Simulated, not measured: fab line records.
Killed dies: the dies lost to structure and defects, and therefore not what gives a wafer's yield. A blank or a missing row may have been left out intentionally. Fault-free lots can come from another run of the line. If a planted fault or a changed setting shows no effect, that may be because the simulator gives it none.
A struck lot beside a sound one -- flow nand_harc -- 15 out of 1159 route steps
Sound: wafers L784.3, L784.4, L784.6. Struck: wafer L785.2. (L785.3, L785.4 of the same lot were not struck and are left out.) The cause comes at the end.
Order at every step that has rows: each side's tool, ch and its chambers, its first start. Under that, the readings that differ: sound wafers -- struck wafers -- difference of the means -- sigmas: that difference in standard deviations of wafers without a fault.
alike: readings whose means differ by less than 2 such deviations, and words and numbers that are the same on both sides. not compared: withheld readings, readings that some wafer has no value for, bounds like >300 that may hide the same value, and numbers for which the record gives no deviation and whose values overlap.
The two part at a step that has a row with sigmas, a row that says differs or no value, or rows on one side only. Numbers that don't overlap but have no deviation are shown without sigmas and don't part them. Lack of a reading on every wafer of one side parts them only where that side has two or more wafers.

first, 7 steps without rows for these wafers: NHARC_A_CONTACT_COAT_35 (time 65 s); NHARC_A_CONTACT_COAT_36 (resist thk 90 nm); NHARC_A_CONTACT_SOFTBAKE_37 (time 55 s); NHARC_A_CONTACT_EBR_38; NHARC_A_CONTACT_EXPOSE_39 (exposes mask A CC 3); NHARC_A_CONTACT_PEB_40 (peb time 65 s); NHARC_A_CONTACT_DEVELOP_41 (develop time 35 s).
NHARC_A_CONTACT_CD_MEAS_42: the cd target is 200 nm.
  sound on cd_sem-01 ch 0, day 16 08:35; struck on cd_sem-03 ch 0, day 17 17:37
  alike: cd_nm
NHARC_A_CONTACT_OVL_MEAS_43:
  sound on overlay-02, day 16 08:40; struck on overlay-02, day 17 17:42
  alike: overlay_x_nm, overlay_y_nm
NHARC_A_CONTACT_INSPECT_44:
  sound on defect_inspect-01, day 16 08:43; struck on defect_inspect-02, day 17 17:44
  alike: raw_defect_count
NHARC_A_CONTACT_DESCUM_47: chemistry O2, time 3 s.
  sound on rie_diel-09 ch 0,3, day 16 08:46; struck on rie_diel-09 ch 2, day 17 17:47
  alike: drypump_motor_current_A, o2_flow_sccm, oes_product_au, rf_vpp_V, showerhead_plenum_p_Torr, throttle_valve_pct
  not compared: rf_hours_counter_h
NHARC_A_CONTACT_ETCH_48: etches the open film in CF4, target depth 39 nm, time 65 s.
  sound on rie_diel-09 ch 1,2,3, day 16 08:52; struck on rie_diel-09 ch 1, day 17 17:53
  alike: drypump_motor_current_A, oes_product_au, rf_vpp_V, run_length_s, showerhead_plenum_p_Torr, throttle_valve_pct
  not compared: rf_hours_counter_h
NHARC_A_CONTACT_ETCH_49: etches the open film in N2/H2, target depth 260 nm, time 475.3 s.
  sound on rie_diel-09 ch 0,3, day 16 08:56; struck on rie_diel-09 ch 2, day 17 17:58
reading,sound,struck,difference,sigmas
oes_product_au (a.u.),1.009 0.992 1.019,0.985,-0.022,-2
run_length_s (s),497.1 496.5 497.5,382.1,-114.9,-99 or more
  alike: drypump_motor_current_A, rf_vpp_V, showerhead_plenum_p_Torr, throttle_valve_pct
  not compared: rf_hours_counter_h
NHARC_A_CONTACT_ETCH_50: etches the open film in CF4/CHF3, target depth 84.7 nm, time 42.4 s.
  sound: rie_diel-09 ch 0,1,2; struck: rie_diel-09 ch 2
  alike: drypump_motor_current_A, oes_product_au, rf_vpp_V, run_length_s, showerhead_plenum_p_Torr, throttle_valve_pct
  not compared: rf_hours_counter_h
-- record jumps: 3 days between struck wafers' starts before vs after; left off in module A_CONTACT, resumes in module END, first step shown is number 1159 of the route --
NHARC_END_SORT_01:
  the record has rows for the struck wafers here (prober-01 ch 0, day 21 01:20) and none for the sound ones

WHERE THEY PART
First at NHARC_A_CONTACT_ETCH_49; last, within this record, at NHARC_END_SORT_01.

WHY: what the simulator had put in
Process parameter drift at NHARC_A_CONTACT_ETCH_49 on rie_diel-09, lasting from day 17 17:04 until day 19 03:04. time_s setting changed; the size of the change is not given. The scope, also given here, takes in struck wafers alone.
